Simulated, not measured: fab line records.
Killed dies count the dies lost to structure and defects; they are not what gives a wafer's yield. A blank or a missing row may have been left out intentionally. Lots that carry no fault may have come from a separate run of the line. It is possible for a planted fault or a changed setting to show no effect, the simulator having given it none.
Code-filled problem report in 8D (eight disciplines) form | flow n5 finfet | the parts of the form that need people (team, actions taken, sign-off) are left out

## 1. WHAT IS WRONG
Wafers without a fault read 76.8 s, standard deviation 1.8; etch rf on time s at N5_HKMG_FIN_ETCH_31 reads a mean of 94.7 s on 4 wafers belonging to 3 lots. Measured from the usual mean, that is +9.9 standard deviations.
The step: etches SiARC in CF4, target depth 45.5 nm, time 75.8 s.
The first sign was on wafer L570.4 at day 5 19:14, on rie diel-04. The record holds 26 wafers of 9 lots with a number at this step. By rule, "out" or "out of limits" means more than 4 standard deviations away from the usual mean. All remaining wafers that have a number are taken as sound.

## 2. WHAT IT IS AND WHAT IT IS NOT
question                    | is                             | is not
which readings at this step | etch rf on time s              | bias w, drypump motor current A, oes product au, rf vpp V, showerhead plenum p Torr, throttle valve pct
which lots                  | L570, L571, L573               | L567, L568, L580, L581, L583, L587
which wafers of those lots  | L570.4, L571.3, L571.4, L573.4 | L570.1, L570.6, L571.1, L573.6
read on which tools         | rie diel-04                    | rie diel-01, rie diel-03
when                        | from day 5 19:14               | up to then (8 sound wafers); but 14 sound wafers of L571, L573, L580, L581, L583, L587 came after

## 3. SUSPECTS, AND WHAT RULES EACH OUT
Counting: a tool at a process step up to the reading stays a suspect if it ran every lot that is out. Sound lots after the first of them don't rule it out here, since some wafers of a struck lot are sound.
- rie diel-04 at N5_HKMG_FIN_ETCH_31 (etches SiARC in CF4, target depth 45.5 nm, time 75.8 s): kept. Every lot that is out went through it, the first being L570 (day 5 19:14); the last sound lot it ran before that was L568 (day 5 05:47). Out on those wafers are its own readings of etch rf on time s.
Left after counting: rie diel-04 at N5_HKMG_FIN_ETCH_31.

## 4. THE CAUSE (what the simulator had put in)
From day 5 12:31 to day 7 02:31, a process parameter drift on rie diel-04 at N5_HKMG_FIN_ETCH_31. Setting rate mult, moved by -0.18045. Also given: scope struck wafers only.
After counting, this tool was the only one left.

## 5. THE EFFECT CHAIN, in route order
One row per reading whose mean, taken over the struck wafers that have a number, lies over 3 standard deviations from the usual. Scope: only readings with a usual standard deviation given in the record; hours: median across lots of the time from each lot's start at the first step in this table that gives one to its start at this step; sigmas: change in usual standard deviations.
hours | step                | reading           | usual  | on struck wafers | change | sigmas
0     | N5_HKMG_FIN_ETCH_31 | etch rf on time s | 76.8 s | 94.7             | +17.9  | +9.9
Process steps it contains:
- N5_HKMG_FIN_ETCH_31: etches SiARC in CF4, target depth 45.5 nm, time 75.8 s.
At these later measuring or inspecting steps, every struck wafer for which the step has a row has a number for every such reading, and none has moved that far: N5_BEOL_M4_RC_MEAS_101.

## 6. HOW IT WOULD HAVE BEEN CAUGHT EARLIER
In this record the first reading out of limits was taken at day 5 19:14, 7 hours after the fault began at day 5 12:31.
